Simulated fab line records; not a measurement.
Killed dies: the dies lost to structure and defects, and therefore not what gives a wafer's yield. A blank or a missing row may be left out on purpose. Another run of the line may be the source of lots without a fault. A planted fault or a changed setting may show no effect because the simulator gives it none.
One fault seen from 2 desks || flow n5-finfet || each desk has only its own numbers; what lay behind them comes last

== THE DEFECT DESK ==
Counts from the inspections along the route, per lot, as means over the sampled wafers that have a number. A lot is out of limits, marked OUT, if its mean lies more than 4 standard deviations from the usual mean; the brackets give that distance.
Columns: A = raw-defect-count at N5_BEOL_M5_INSPECT_13, usual 391; B = raw-defect-count at N5_BEOL_M5_INSPECT_30, usual 392
{"lot": "L418", "first seen here": "day 8 05:36", "A": 475, "B": 484}
{"lot": "L419", "first seen here": "day 8 12:26", "A": 385, "B": 376}
{"lot": "L420", "first seen here": "day 8 22:58", "A": 606, "B": 555}
{"lot": "L422", "first seen here": "day 9 16:24", "A": 324, "B": 385}
{"lot": "L423", "first seen here": "day 10 06:28", "A": 413, "B": 403}
{"lot": "L425", "first seen here": "day 11 10:04", "A": 369, "B": 361}
{"lot": "L428", "first seen here": "day 12 02:15", "A": 318, "B": 315}
{"lot": "L436", "first seen here": "day 13 05:53", "A": 534, "B": 526}
{"lot": "L439", "first seen here": "day 13 17:46", "A": 596, "B": 647}
{"lot": "L440", "first seen here": "day 14 13:44", "A": 420, "B": 486}
This desk found nothing out of limits on any of the 10 lots.

== THE TOOL OWNER'S DESK: pvd-sputter-03 ==
The tool's own readings at N5_BEOL_M5_HM_DEP_02 (deposits TiN, target thk 20 nm): means of the sampled wafers that have a number, for each lot that ran on this tool. A lot is out of limits, marked OUT, if its mean lies more than 4 standard deviations from the usual mean; the brackets give that distance.
Columns: A = chamber-pressure-pa at N5_BEOL_M5_HM_DEP_02, usual 0.5000 Pa; B = throttle-valve-pct at N5_BEOL_M5_HM_DEP_02, usual 29.9 %
{"lot": "L420", "first seen here": "day 8 22:23", "A": 0.5001, "B": 29.4}
{"lot": "L422", "first seen here": "day 9 15:42", "A": 0.4995, "B": 30.8}
{"lot": "L423", "first seen here": "day 10 05:49", "A": 0.5013, "B": 29.0}
{"lot": "L425", "first seen here": "day 11 09:35", "A": 0.5002, "B": 29.4}
{"lot": "L428", "first seen here": "day 12 01:39", "A": 0.4996, "B": 29.5}
{"lot": "L436", "first seen here": "day 13 05:17", "A": 0.4998, "B": 30.1}
{"lot": "L439", "first seen here": "day 13 17:10", "A": 0.4998, "B": 29.4}
This desk found nothing out of limits on any of the 7 lots.

== ALL TOGETHER ==
No out-of-limits result turned up at the defect desk.
Nothing out of limits was seen by the tool owner's desk.

== WHAT THE SIMULATOR HAD PUT IN ==
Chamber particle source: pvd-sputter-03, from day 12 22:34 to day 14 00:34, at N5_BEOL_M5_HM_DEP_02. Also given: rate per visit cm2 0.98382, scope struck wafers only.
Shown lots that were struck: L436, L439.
